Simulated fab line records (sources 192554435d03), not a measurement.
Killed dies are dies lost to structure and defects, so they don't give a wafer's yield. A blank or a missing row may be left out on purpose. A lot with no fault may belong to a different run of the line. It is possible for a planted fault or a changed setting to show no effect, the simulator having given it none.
Lot-split experiment | flow n5Finfet | 39 wafers read from 7 lots, route of 1938 steps

## ABOUT THE SPLIT
At N5_STI_FIN_REVEAL_ETCHBACK_08 (etches SiO2 in C4F6/O2, target depth 30.5 nm, time 10.167 s), the setting targetDepthA was moved away from the recipe's 305 angstrom on 12 of the 39 wafers read, by -58.8% to +59.6%. For the rest of the wafers, this setting stayed at what the recipe calls for.

## FROM THE SPLIT TO THE READING: what the file shows between them, 3 steps
- N5_STI_FIN_REVEAL_STRIP_24: strips in N2/H2, time 90 s
- N5_STI_FIN_REVEAL_PRECLEAN_25: cleans in SPM, time 90 s
- N5_STI_FIN_REVEAL_SRD_23: time 30 s

## THE READING
trenchDepthNm, in nm, at N5_STI_FIN_REVEAL_FIN_H_MEAS_10. A value of 52.1 nm with a standard deviation of 0.65 nm is what fault-free wafers of this fab line usually give.

wafer  | tool, chamber at the split | targetDepthA as run, angstrom | against the recipe | trenchDepthNm, nm | against lot-mates on the recipe
L074.1 | rieDiel-05, 0,2,1          | 125.7                         | -58.8%             | 34.2              | -17.7
L074.2 | rieDiel-05, 1,2,0          | 305                           | recipe             | 52.4              | -
L074.3 | rieDiel-05, 1,2,0          | 305                           | recipe             | 51.8              | -
L074.4 | rieDiel-05, 0,2,1          | 125.7                         | -58.8%             | 34.0              | -17.9
L074.5 | rieDiel-05, 0,2,1          | 125.7                         | -58.8%             | 34.3              | -17.6
L074.6 | rieDiel-05, 1,2,0          | 305                           | recipe             | 51.6              | -
L075.1 | rieDiel-04, 1,3,3          | 305                           | recipe             | 51.0              | -
L075.2 | rieDiel-04, 1,3,3          | 305                           | recipe             | 51.2              | -
L075.3 | rieDiel-04, 2,2,1          | 447.8                         | +46.8%             | 66.3              | +15.1
L075.4 | rieDiel-04, 1,3,3          | 305                           | recipe             | 51.5              | -
L075.5 | rieDiel-04, 2,2,1          | 447.8                         | +46.8%             | 65.5              | +14.3
L075.6 | rieDiel-04, 2,2,1          | 447.8                         | +46.8%             | 64.6              | +13.4
L082.1 | rieDiel-04, 3,0,1          | 305                           | recipe             | 52.1              | -
L082.2 | rieDiel-04, 3,0,1          | 305                           | recipe             | 52.4              | -
L082.3 | rieDiel-04, 3,0,1          | 305                           | recipe             | 52.2              | -
L082.4 | rieDiel-04, 2,3,0          | 421.9                         | +38.3%             | 64.7              | +12.5
L082.5 | rieDiel-04, 2,3,0          | 421.9                         | +38.3%             | 64.6              | +12.4
L082.6 | rieDiel-04, 2,3,0          | 421.9                         | +38.3%             | 64.2              | +12.0
L083.1 | rieDiel-02, 1,0,3,2,1,0    | 305                           | recipe             | 51.7              | -
L083.2 | rieDiel-02, 1,0,3,2,1,0    | 305                           | recipe             | 53.3              | -
L083.3 | rieDiel-02, 1,0,3,2,1,0    | 305                           | recipe             | 50.9              | -
L083.4 | rieDiel-02, 1,0,3,2,1,0    | 305                           | recipe             | 52.5              | -
L083.5 | rieDiel-02, 1,0,3,2,1,0    | 305                           | recipe             | 51.5              | -
L083.6 | rieDiel-02, 1,0,3,2,1,0    | 305                           | recipe             | 52.0              | -
L084.4 | rieDiel-05, 1,3,2          | 305                           | recipe             | 52.3              | -
L084.5 | rieDiel-05, 1,3,2          | 305                           | recipe             | 51.9              | -
L084.6 | rieDiel-05, 1,3,2          | 305                           | recipe             | 51.0              | -
L094.1 | rieDiel-02, 2,1,1          | 305                           | recipe             | 52.0              | -
L094.2 | rieDiel-02, 3,0,2          | 486.8                         | +59.6%             | 69.5              | +17.0
L094.3 | rieDiel-02, 3,0,2          | 486.8                         | +59.6%             | 71.9              | +19.4
L094.4 | rieDiel-02, 2,1,1          | 305                           | recipe             | 52.3              | -
L094.5 | rieDiel-02, 3,0,2          | 486.8                         | +59.6%             | 70.2              | +17.7
L094.6 | rieDiel-02, 2,1,1          | 305                           | recipe             | 53.2              | -
L097.1 | rieDiel-02, 3,2,1,0,3,0    | 305                           | recipe             | 51.7              | -
L097.2 | rieDiel-02, 3,2,1,0,3,0    | 305                           | recipe             | 51.7              | -
L097.3 | rieDiel-02, 3,2,1,0,3,0    | 305                           | recipe             | 51.5              | -
L097.4 | rieDiel-02, 3,2,1,0,3,0    | 305                           | recipe             | 52.2              | -
L097.5 | rieDiel-02, 3,2,1,0,3,0    | 305                           | recipe             | 50.9              | -
L097.6 | rieDiel-02, 3,2,1,0,3,0    | 305                           | recipe             | 53.0              | -
Where a row lists several chambers, the file gives one row for several wafers and doesn't say which wafer went through which chamber.

THE FIT
A straight line over all 39 wafers: trenchDepthNm changes by +0.306 nm for each +1% of targetDepthA; r = +1.00; the points scatter about the line by 0.74 nm.
The same after taking each lot's own level away (the mean of its wafers on the recipe; 39 wafers): +0.305 nm for each +1%; r = +1.00; scatter 0.61 nm.
The reading moves by 18 nm for the largest change in targetDepthA, on that fit.
From 51.23 to 52.50 nm: that is the span of the lots' own levels, equal to 1.9 times the standard deviation above.
The two slopes are in agreement: the lot-to-lot level therefore moves the slope only a little.
Check: for one of the wafers moved furthest among these (+59.6%), held out of the fit, the line's prediction against its lot-mates is +18.4 nm. Against them it came out at +17 nm.

## FURTHER SPLITS ON THESE WAFERS
Note: prior to the reading, these wafers also went through further splits. Each is held against what the fit with the lots' levels taken away leaves over:
other split on the same wafers | wafers away from the commonest value | r with trenchDepthNm (lot level and that fit taken away)
N5_FIN_SAQP_PECVD_47 timeS     | 12                                   | -0.27

## FILE'S OWN FIT
trenchDepthNm changes by +0.305 nm for each +1% of targetDepthA, r = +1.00.
